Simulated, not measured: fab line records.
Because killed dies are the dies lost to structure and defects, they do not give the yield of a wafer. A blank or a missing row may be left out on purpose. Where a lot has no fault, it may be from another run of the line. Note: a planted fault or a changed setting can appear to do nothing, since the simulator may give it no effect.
What tool caused it? / flow nand-harc / 13 lots with 39 wafers sampled at 5 steps, on a route of 1159 steps

== WHAT EACH GAUGE READ, for each wafer ==
NHARC_A_BONDPAD_CD_MEAS_09: target cd 500 nm. Usual: cd-nm 500.9 nm, standard deviation 1.7.
lot=L834; measured=day 17 21:01; on=cd-sem-02; cd-nm (nm)=499.0 500.2 498.6; flag=
lot=L837; measured=day 18 08:48; on=cd-sem-03; cd-nm (nm)=503.6 502.7 499.9; flag=
lot=L839; measured=day 18 09:27; on=cd-sem-01; cd-nm (nm)=499.3 497.9 497.8; flag=
lot=L836; measured=day 18 13:31; on=cd-sem-02; cd-nm (nm)=498.1 501.5 502.9; flag=
lot=L838; measured=day 18 13:10; on=cd-sem-03; cd-nm (nm)=501.2 498.1 500.3; flag=
lot=L841; measured=day 19 06:56; on=cd-sem-02; cd-nm (nm)=499.0 501.5 502.9; flag=
lot=L840; measured=day 19 12:59; on=cd-sem-01; cd-nm (nm)=503.8 502.2 501.7; flag=
lot=L842; measured=day 20 07:04; on=cd-sem-01; cd-nm (nm)=500.6 503.1 503.6; flag=
lot=L847; measured=day 21 02:50; on=cd-sem-03; cd-nm (nm)=500.4 501.7 500.6; flag=
lot=L849; measured=day 21 16:39; on=cd-sem-03; cd-nm (nm)=499.0 500.9 499.1; flag=
lot=L853; measured=day 22 13:53; on=cd-sem-02; cd-nm (nm)=500.6 500.2 499.1; flag=
lot=L856; measured=day 23 05:54; on=cd-sem-02; cd-nm (nm)=503.0 502.5 500.6; flag=
lot=L855; measured=day 23 06:59; on=cd-sem-03; cd-nm (nm)=501.3 500.3 499.0; flag=

NHARC_END_SORT_01. Usual: killed-at-array 25, standard deviation 9.2; killed-at-other 0.9, standard deviation 1.3; killed-at-periphery 3.3, standard deviation 2.3; killed-dies 29, standard deviation 9.6; killed-open 3.2, standard deviation 1.8; killed-short 2, standard deviation 1.4.
lot=L847; measured=day 22 10:40; on=prober-01; killed-at-array=20 96 20; killed-at-other=0 0 0; killed-at-periphery=3 1 1; killed-dies=23 97 21; killed-open=6 3 3; killed-short=2 3 0; flag=
lot=L849; measured=day 23 03:07; on=prober-01; killed-at-array=12 10 91; killed-at-other=4 1 4; killed-at-periphery=4 4 3; killed-dies=20 15 98; killed-open=9 2 4; killed-short=1 2 2; flag=

== TOOL THAT RAN EACH LOT (tool first, then ch and the chambers of the sampled wafers, then the start) ==
lot=L834; NHARC_A_CONTACT_ETCH_125=har-cap-etch-01 ch 0,1, day 16 18:44; NHARC_A_BONDPAD_STRIP_15=rie-diel-03 ch 0,2,3, day 17 21:37; NHARC_THIN_TSV_DEP_47=pecvd-02 ch 0,1,2, day 18 15:31
lot=L837; NHARC_A_CONTACT_ETCH_125=har-cap-etch-03 ch 0,1, day 17 03:04; NHARC_A_BONDPAD_STRIP_15=rie-diel-06 ch 0,1,2, day 18 09:27; NHARC_THIN_TSV_DEP_47=pecvd-04 ch 0,1, day 19 04:02
lot=L839; NHARC_A_CONTACT_ETCH_125=har-cap-etch-02 ch 0,1, day 17 03:52; NHARC_A_BONDPAD_STRIP_15=rie-diel-06 ch 1,2,3, day 18 10:05; NHARC_THIN_TSV_DEP_47=pecvd-03 ch 0,2, day 19 03:04
lot=L836; NHARC_A_CONTACT_ETCH_125=har-cap-etch-03 ch 0,1, day 17 07:48; NHARC_A_BONDPAD_STRIP_15=rie-diel-05 ch 1,3, day 18 14:12; NHARC_THIN_TSV_DEP_47=pecvd-02 ch 0,1,2, day 19 09:28
lot=L838; NHARC_A_CONTACT_ETCH_125=har-cap-etch-02 ch 0, day 17 09:32; NHARC_A_BONDPAD_STRIP_15=rie-diel-03 ch 0,3, day 18 13:47; NHARC_THIN_TSV_DEP_47=pecvd-04 ch 1,2, day 19 05:14
lot=L841; NHARC_A_CONTACT_ETCH_125=har-cap-etch-01 ch 0,1, day 18 03:22; NHARC_A_BONDPAD_STRIP_15=rie-diel-06 ch 0,1,3, day 19 07:32; NHARC_THIN_TSV_DEP_47=pecvd-03 ch 0,1, day 20 01:10
lot=L840; NHARC_A_CONTACT_ETCH_125=har-cap-etch-02 ch 0,1, day 18 12:20; NHARC_A_BONDPAD_STRIP_15=rie-diel-03 ch 1,2,3, day 19 13:36; NHARC_THIN_TSV_DEP_47=pecvd-02 ch 0,2, day 20 06:26
lot=L842; NHARC_A_CONTACT_ETCH_125=har-cap-etch-02 ch 0,1, day 19 03:56; NHARC_A_BONDPAD_STRIP_15=rie-diel-06 ch 0,1,3, day 20 07:42; NHARC_THIN_TSV_DEP_47=pecvd-02 ch 0,1, day 21 03:22
lot=L847; NHARC_A_CONTACT_ETCH_125=har-cap-etch-03 ch 0,1, day 19 21:33; NHARC_A_BONDPAD_STRIP_15=rie-diel-06 ch 0,1, day 21 03:26; NHARC_THIN_TSV_DEP_47=pecvd-04 ch 0,1,2, day 21 19:36
lot=L849; NHARC_A_CONTACT_ETCH_125=har-cap-etch-03 ch 0,1, day 20 08:22; NHARC_A_BONDPAD_STRIP_15=rie-diel-06 ch 0,2,3, day 21 17:18; NHARC_THIN_TSV_DEP_47=pecvd-04 ch 1,2, day 22 12:28
lot=L853; NHARC_A_CONTACT_ETCH_125=har-cap-etch-02 ch 0, day 21 08:56; NHARC_A_BONDPAD_STRIP_15=rie-diel-06 ch 0,3, day 22 14:41; NHARC_THIN_TSV_DEP_47=pecvd-02 ch 1,2, day 23 11:15
lot=L856; NHARC_A_CONTACT_ETCH_125=har-cap-etch-01 ch 0,1, day 22 01:37; NHARC_A_BONDPAD_STRIP_15=rie-diel-03 ch 0,2,3, day 23 06:34; NHARC_THIN_TSV_DEP_47=pecvd-02 ch 0,1,2, day 23 21:04
lot=L855; NHARC_A_CONTACT_ETCH_125=har-cap-etch-01 ch 0,1, day 22 05:16; NHARC_A_BONDPAD_STRIP_15=rie-diel-06 ch 1,2,3, day 23 07:35; NHARC_THIN_TSV_DEP_47=pecvd-04 ch 1,2, day 24 02:06
- NHARC_A_CONTACT_ETCH_125: etches the open film in C4F8/O2/Ar, time 155 s, target depth 956 nm.
- NHARC_A_BONDPAD_STRIP_15: strips in O2.
- NHARC_THIN_TSV_DEP_47: deposits SiO2, target thk 200 nm.

== WHAT THE TOOLS THEMSELVES READ (means of the sampled wafers that have a number; where no wafer has one, the mark that the record gives instead) ==
NHARC_A_BONDPAD_STRIP_15. Usual: drypump-motor-current-A 5.6 A, standard deviation 0.46; oes-product-au 0.996 a.u., standard deviation 0.0098; rf-vpp-V 57.7 V, standard deviation 0.93; showerhead-plenum-p-Torr 3.49 Torr, standard deviation 0.17; throttle-valve-pct 17.036 %, standard deviation 0.0084.
lot=L834; tool=rie-diel-03; drypump-motor-current-A (A)=5.5; oes-product-au (a.u.)=0.991; rf-vpp-V (V)=57.6; showerhead-plenum-p-Torr (Torr)=3.69; throttle-valve-pct (%)=17.028; flag=
lot=L837; tool=rie-diel-06; drypump-motor-current-A (A)=5.5; oes-product-au (a.u.)=1.000; rf-vpp-V (V)=57.8; showerhead-plenum-p-Torr (Torr)=3.38; throttle-valve-pct (%)=17.044; flag=
lot=L839; tool=rie-diel-06; drypump-motor-current-A (A)=5.5; oes-product-au (a.u.)=1.007; rf-vpp-V (V)=58.9; showerhead-plenum-p-Torr (Torr)=3.42; throttle-valve-pct (%)=17.038; flag=
lot=L836; tool=rie-diel-05; drypump-motor-current-A (A)=5.5; oes-product-au (a.u.)=1.006; rf-vpp-V (V)=57.1; showerhead-plenum-p-Torr (Torr)=3.43; throttle-valve-pct (%)=17.033; flag=
lot=L838; tool=rie-diel-03; drypump-motor-current-A (A)=5.4; oes-product-au (a.u.)=0.997; rf-vpp-V (V)=57.9; showerhead-plenum-p-Torr (Torr)=3.72; throttle-valve-pct (%)=17.040; flag=
lot=L841; tool=rie-diel-06; drypump-motor-current-A (A)=5.4; oes-product-au (a.u.)=0.995; rf-vpp-V (V)=57.2; showerhead-plenum-p-Torr (Torr)=3.49; throttle-valve-pct (%)=17.033; flag=
lot=L840; tool=rie-diel-03; drypump-motor-current-A (A)=5.8; oes-product-au (a.u.)=0.993; rf-vpp-V (V)=57.3; showerhead-plenum-p-Torr (Torr)=3.61; throttle-valve-pct (%)=17.041; flag=
lot=L842; tool=rie-diel-06; drypump-motor-current-A (A)=5.4; oes-product-au (a.u.)=1.006; rf-vpp-V (V)=58.7; showerhead-plenum-p-Torr (Torr)=3.49; throttle-valve-pct (%)=17.043; flag=
lot=L847; tool=rie-diel-06; drypump-motor-current-A (A)=5.3; oes-product-au (a.u.)=0.997; rf-vpp-V (V)=57.9; showerhead-plenum-p-Torr (Torr)=3.45; throttle-valve-pct (%)=17.036; flag=
lot=L849; tool=rie-diel-06; drypump-motor-current-A (A)=5.7; oes-product-au (a.u.)=1.003; rf-vpp-V (V)=56.9; showerhead-plenum-p-Torr (Torr)=3.49; throttle-valve-pct (%)=17.032; flag=
lot=L853; tool=rie-diel-06; drypump-motor-current-A (A)=5.6; oes-product-au (a.u.)=0.999; rf-vpp-V (V)=57.5; showerhead-plenum-p-Torr (Torr)=3.56; throttle-valve-pct (%)=17.036; flag=
lot=L856; tool=rie-diel-03; drypump-motor-current-A (A)=5.6; oes-product-au (a.u.)=0.992; rf-vpp-V (V)=58.3; showerhead-plenum-p-Torr (Torr)=3.67; throttle-valve-pct (%)=17.032; flag=
lot=L855; tool=rie-diel-06; drypump-motor-current-A (A)=5.5; oes-product-au (a.u.)=0.996; rf-vpp-V (V)=58.0; showerhead-plenum-p-Torr (Torr)=3.41; throttle-valve-pct (%)=17.035; flag=

NHARC_THIN_TSV_DEP_47. Usual: showerhead-vpp-V 1809 V, standard deviation 86; throttle-valve-pct 16.1 %, standard deviation 0.41.
lot=L834; tool=pecvd-02; showerhead-vpp-V (V)=1769; throttle-valve-pct (%)=16.2; flag=
lot=L837; tool=pecvd-04; showerhead-vpp-V (V)=1784; throttle-valve-pct (%)=15.4; flag=
lot=L839; tool=pecvd-03; showerhead-vpp-V (V)=1905; throttle-valve-pct (%)=16.4; flag=
lot=L836; tool=pecvd-02; showerhead-vpp-V (V)=1746; throttle-valve-pct (%)=16.3; flag=
lot=L838; tool=pecvd-04; showerhead-vpp-V (V)=1820; throttle-valve-pct (%)=15.7; flag=
lot=L841; tool=pecvd-03; showerhead-vpp-V (V)=1808; throttle-valve-pct (%)=16.6; flag=
lot=L840; tool=pecvd-02; showerhead-vpp-V (V)=1823; throttle-valve-pct (%)=16.6; flag=
lot=L842; tool=pecvd-02; showerhead-vpp-V (V)=1696; throttle-valve-pct (%)=16.0; flag=
lot=L847; tool=pecvd-04; showerhead-vpp-V (V)=1787; throttle-valve-pct (%)=15.9; flag=
lot=L849; tool=pecvd-04; showerhead-vpp-V (V)=1808; throttle-valve-pct (%)=15.9; flag=
lot=L853; tool=pecvd-02; showerhead-vpp-V (V)=1831; throttle-valve-pct (%)=16.1; flag=
lot=L856; tool=pecvd-02; showerhead-vpp-V (V)=1754; throttle-valve-pct (%)=16.2; flag=
lot=L855; tool=pecvd-04; showerhead-vpp-V (V)=1807; throttle-valve-pct (%)=15.9; flag=

== THE ANSWER, worked out from the rows above alone ==
Rule: lot off if the mean of its wafers having a number is beyond 3 standard deviations from the usual mean. A lot without any number at a reading at which 4 lots or more have one is off too. Where the step has rows for the other lots, those lots are counted as sound. After the gauges, taken in route order, come the tools' own readings; for these a lot's mean is taken, as printed above. The first step at which some lot is off is used, and at that step the reading that is off furthest; a lot without a number counts as furthest.
Across all readings shown, no lot is off: no conclusion can be drawn from this.

== WHAT THE SIMULATOR HAD INSERTED ==
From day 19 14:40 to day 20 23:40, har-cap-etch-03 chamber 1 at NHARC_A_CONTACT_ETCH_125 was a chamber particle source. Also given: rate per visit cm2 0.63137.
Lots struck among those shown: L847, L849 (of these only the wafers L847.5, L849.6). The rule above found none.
